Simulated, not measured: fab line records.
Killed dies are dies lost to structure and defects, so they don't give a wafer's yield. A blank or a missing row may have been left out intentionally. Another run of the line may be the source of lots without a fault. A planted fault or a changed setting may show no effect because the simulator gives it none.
Comparing a struck lot with a sound one + flow n5-finfet + 14 out of 1938 route steps
Sound: these wafers, L582.1, L582.2, L582.3. Wafers struck: L595.1, L595.2, L595.6. Last of all comes the cause.
Each step with rows lists, per side, the tool, then ch with its chambers, then its first start. Under that, the readings that differ: sound wafers + struck wafers + difference of the means + sigmas: that difference in standard deviations of wafers without a fault.
alike: words and numbers the same on both sides, and readings whose means are apart by under 2 such deviations; not compared: readings that were withheld, readings missing a value for some wafer, numbers with overlapping values and no deviation given by the record, and bounds like >300 which may hide the same value.
A row with sigmas, a row that says differs or no value, or rows on one side alone: a step with any of these is where the two part. Numbers that don't overlap but have no deviation are shown without sigmas and don't part them. Lack of a reading on every wafer of one side parts them only where that side has two or more wafers.

N5_BEOL_M2_INSPECT_59: inspects for defects (darkfield).
  sound on defect-inspect-02, day 7 00:53; struck on defect-inspect-01, day 10 01:13
  alike: raw-defect-count
N5_BEOL_M3_ILD_DEP_00: deposits SiOC from DEMS/O2, target thk 79 nm, time 15.3 s.
  sound on pecvd-01 ch 0,1,2, day 7 00:56; struck on pecvd-04 ch 1,2, day 10 01:15
  alike: heater-power-outer-w, heater-power-w, showerhead-plenum-p-Torr, throttle-valve-pct
N5_BEOL_M3_THK_MEAS_01:
  sound on film-metro-01, day 7 00:59; struck on film-metro-02, day 10 01:19
  alike: M3_ILD_THK
N5_BEOL_M3_PECVD_72: deposits SiO2 from TEOS/O2, target thk 16 nm, time 18 s.
  sound on pecvd-02 ch 0,1,2, day 7 01:02; struck on pecvd-01 ch 0,1, day 10 01:21
  alike: heater-power-outer-w, heater-power-w, showerhead-plenum-p-Torr, throttle-valve-pct
N5_BEOL_M3_HM_DEP_02: deposits TiN, target thk 20 nm.
  sound on pvd-sputter-03, day 7 01:56; struck on pvd-sputter-03, day 10 01:37
  alike: throttle-valve-pct
then, 7 steps without rows for these wafers: N5_BEOL_M3_COAT_61 (time 60 s, resist thk 60 nm); N5_BEOL_M3_COAT_62 (time 60 s, resist thk 12 nm); N5_BEOL_M3_COAT_73 (time 60 s, resist thk 5 nm); N5_BEOL_M3_COAT_05 (resist thk 30 nm); N5_BEOL_M3_EBR_07; N5_BEOL_M3_SOFTBAKE_06 (time 60 s); N5_BEOL_M3_EXPOSE_08 (exposes mask M3).
N5_BEOL_M3_PEB_09: peb time 60 s.
  struck on litho-track-01, day 10 02:04; sound on litho-track-01 ch 0, day 7 02:16
  no value came back on the struck wafers for chill-plate-temp-C (C), exhaust-pa (Pa), peb-time-s (s); on the sound wafers chill-plate-temp-C (C) reads 22.88 22.79 22.86
then, 1 step without rows for these wafers: N5_BEOL_M3_DEVELOP_10 (develop time 30 s).

== WHERE THEY PART ==
At N5_BEOL_M3_PEB_09 and nowhere else, as far as this record goes.

WHY: whatever the simulator had introduced
At N5_BEOL_M3_PEB_09, the step was skipped entirely on litho-track-01 from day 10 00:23 on. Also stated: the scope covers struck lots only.
